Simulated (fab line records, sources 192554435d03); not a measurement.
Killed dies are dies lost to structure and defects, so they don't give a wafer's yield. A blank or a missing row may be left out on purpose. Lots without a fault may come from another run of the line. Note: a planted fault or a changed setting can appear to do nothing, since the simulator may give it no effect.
Matching of chambers | flow n5_finfet | N5_BEOL_M10_ILD_DEP_00 on pecvd-01 has 3 sister chambers
The step deposits SiCOH lowk from DEMS/porogen, target thk 308.51 nm, time 58 s. 6 wafers are shown with their chamber, then 11 later ones without.

== EACH WAFER AND ITS CHAMBER ==
wafer  | chamber | throttle_valve_pct (%) | heater_power_w (W)
L083.4 | 1       | 13.7                   | 289
L083.5 | 0       | 14.7                   | 356
L085.5 | 1       | 13.6                   | 264
L089.1 | 0       | 14.7                   | 329
L089.6 | 2       | 13.2                   | 254
L090.2 | 2       | 13.3                   | 304

== WAFERS WITHOUT THEIR CHAMBER ==
wafer  | throttle_valve_pct (%) | heater_power_w (W)
L090.3 | 13.9                   | 304
L090.6 | 13.7                   | 297
L092.2 | 14.7                   | 336
L092.4 | 13.6                   | 318
L092.5 | 15.0                   | 344
L094.1 | 13.5                   | 265
L094.3 | 15.1                   | 326
L094.4 | 13.3                   | 279
L097.3 | 13.8                   | 282
L097.4 | 14.9                   | 335
L097.6 | 13.6                   | 252

== EACH ONE'S CHAMBER ==
wafer  | from the rows above     | in truth
L090.3 | 1                       | 1
L090.6 | 1                       | 1
L092.2 | 0                       | 0
L092.4 | 1                       | 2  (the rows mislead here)
L092.5 | 0                       | 0
L094.1 | can't be placed: 1 or 2 | 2
L094.3 | 0                       | 0
L094.4 | 2                       | 2
L097.3 | 1                       | 1
L097.4 | 0                       | 0
L097.6 | 1                       | 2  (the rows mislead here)
Correctly placed: 8 of 11. Not placeable from these rows: 1 (in 1, the candidates include the true chamber). 2 placed wrongly.
How it was worked out, from the rows above alone: a wafer's distance from a chamber is the root of the sum, over the readings, of the square of ((its reading less the chamber's mean) divided by the reading's scatter). The wafer belongs to the nearest chamber; if the next one is less than 2 further off, it can't be placed. Each chamber's mean is taken over the wafers shown for it. How the scatter is found: for the shown wafers, subtract from each reading the mean of its chamber, square and add these, divide the total by (wafers less chambers), then take the root.
